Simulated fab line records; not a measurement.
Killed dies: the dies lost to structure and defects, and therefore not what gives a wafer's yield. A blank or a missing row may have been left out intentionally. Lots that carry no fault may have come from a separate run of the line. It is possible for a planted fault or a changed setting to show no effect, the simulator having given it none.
Struck lot and sound lot, side by side | flow n5_finfet | 38 out of 1938 route steps
Sound: the wafers L600.1, L600.3, L600.6. Wafers struck: L588.3, L588.4, L588.5. At the end, the cause is stated.
Order at every step that has rows: each side's tool, ch and its chambers, its first start. Under that, the readings that differ: sound wafers | struck wafers | difference of the means | sigmas: that difference in standard deviations of wafers without a fault.
alike: same words and numbers on both sides, and readings whose means sit less than 2 such deviations apart. not compared: any withheld reading, any reading some wafer has no value for, any bound like >300 that may hide the same value, and any number with overlapping values for which the record gives no deviation.
The two part at a step that has a row with sigmas, a row that says differs or no value, or rows on one side only. When numbers do not overlap yet have no deviation, they are printed without sigmas and do not part them. A reading that every wafer of one side lacks parts them only if that side has two wafers or more.

first, 11 steps without rows for these wafers: N5_BEOL_M10_CURE_72 (cures SiCOH lowk, time 120 s); N5_BEOL_M10_DEGAS_44 (time 60 s); N5_BEOL_M10_PRE_CLEAN_45 (time 30 s); N5_BEOL_M10_ALD_74 (deposits TaN, target thk 2 nm, pulse time 2 s, purge time 3 s); N5_BEOL_M10_SURFACE_TREAT_76; N5_BEOL_M10_CVD_75 (deposits Co from CCTBA/H2, target thk 2 nm, time 138.9 s); N5_BEOL_M10_SPUTTER_48 (material Cu, target thk 12 nm, time 2 s); N5_BEOL_M10_ECD_50 (material Cu, target thk 318 nm); N5_BEOL_M10_ANNEAL_51 (time 90 s); N5_BEOL_M10_CMP_52 (polishes, stops on SiCOH lowk, t overpolish 7 s, target thk 140 nm); N5_BEOL_M10_PRE_CLEAN_55 (time 15 s).
N5_BEOL_M10_DEP_56: deposits SiCN from 3MS/NH3, target thk 15 nm, time 26.5 s.
  sound on pecvd-01 ch 0,1, day 16 22:12; struck on pecvd-03 ch 0,2, day 13 00:59
  alike: chamber_pressure_Torr, showerhead_plenum_p_Torr, throttle_valve_pct
  not compared: since_wet_clean_h
N5_BEOL_M10_INSPECT_58: inspects for defects (darkfield).
  struck on defect_inspect-02, day 13 01:05; sound on defect_inspect-02, day 16 22:18
  reading          | sound    | struck      | difference | sigmas
  raw_defect_count | 70 45 59 | 721 733 758 | +679       | +30
then, 12 steps without rows for these wafers: N5_BEOL_M11_ILD_DEP_00 (deposits SiCOH lowk from DEMS/porogen, target thk 308.51 nm, time 58 s); N5_BEOL_M11_CURE_71 (cures SiCOH lowk, time 240 s); N5_BEOL_M11_PECVD_70 (deposits SiO2 from TEOS/O2, target thk 20 nm, time 22.7 s); N5_BEOL_M11_HM_DEP_02 (deposits TiN, target thk 20 nm); N5_BEOL_M11_COAT_59 (time 60 s, resist thk 100 nm); N5_BEOL_M11_COAT_60 (time 60 s, resist thk 30 nm); N5_BEOL_M11_COAT_05 (resist thk 90 nm); N5_BEOL_M11_EBR_07; N5_BEOL_M11_SOFTBAKE_06 (time 60 s); N5_BEOL_M11_EXPOSE_08 (exposes mask M11); N5_BEOL_M11_PEB_09 (peb time 60 s); N5_BEOL_M11_DEVELOP_10 (develop time 30 s).
N5_BEOL_M11_INSPECT_13: inspects for defects (brightfield).
  struck on defect_inspect-02, day 13 03:47; sound on defect_inspect-02, day 17 02:29
  reading          | sound       | struck         | difference | sigmas
  raw_defect_count | 411 455 499 | 1100 1044 1084 | +621       | +6
then, 10 steps without rows for these wafers: N5_BEOL_M11_DESCUM_16 (chemistry O2, time 7.9 s); N5_BEOL_M11_ETCH_61 (etches SiARC in CF4, target depth 39 nm, time 65 s); N5_BEOL_M11_ETCH_62 (etches SOC in N2/H2, target depth 110 nm, overetch 22 nm, time 165 s); N5_BEOL_M11_STRIP_68 (strips in N2/H2); N5_BEOL_M11_STRIP_67 (strips in CF4); N5_BEOL_M11_HM_OPEN_17 (chemistry Cl2/BCl3, target TiN, target depth 20 nm, overetch 6 nm); N5_BEOL_M11_STRIP_19 (strips in O2); N5_BEOL_M11_COAT_63 (time 60 s, resist thk 100 nm); N5_BEOL_M11_COAT_64 (time 60 s, resist thk 30 nm); N5_BEOL_M11_COAT_22 (resist thk 90 nm).
N5_BEOL_M11_INSPECT_30: inspects for defects (brightfield).
  struck on defect_inspect-02, day 13 04:56; sound on defect_inspect-02, day 17 03:25
  reading          | sound       | struck         | difference | sigmas
  raw_defect_count | 409 467 496 | 1144 1068 1077 | +639       | +6
N5_PASSIVATION_PROBE_49:
  the record has rows for the struck wafers here (prober-01, day 14 23:27) and none for the sound ones

== WHERE THEY PART ==
At N5_BEOL_M10_INSPECT_58 first; at N5_PASSIVATION_PROBE_49 last (within this record only).

WHY: whatever the simulator had introduced
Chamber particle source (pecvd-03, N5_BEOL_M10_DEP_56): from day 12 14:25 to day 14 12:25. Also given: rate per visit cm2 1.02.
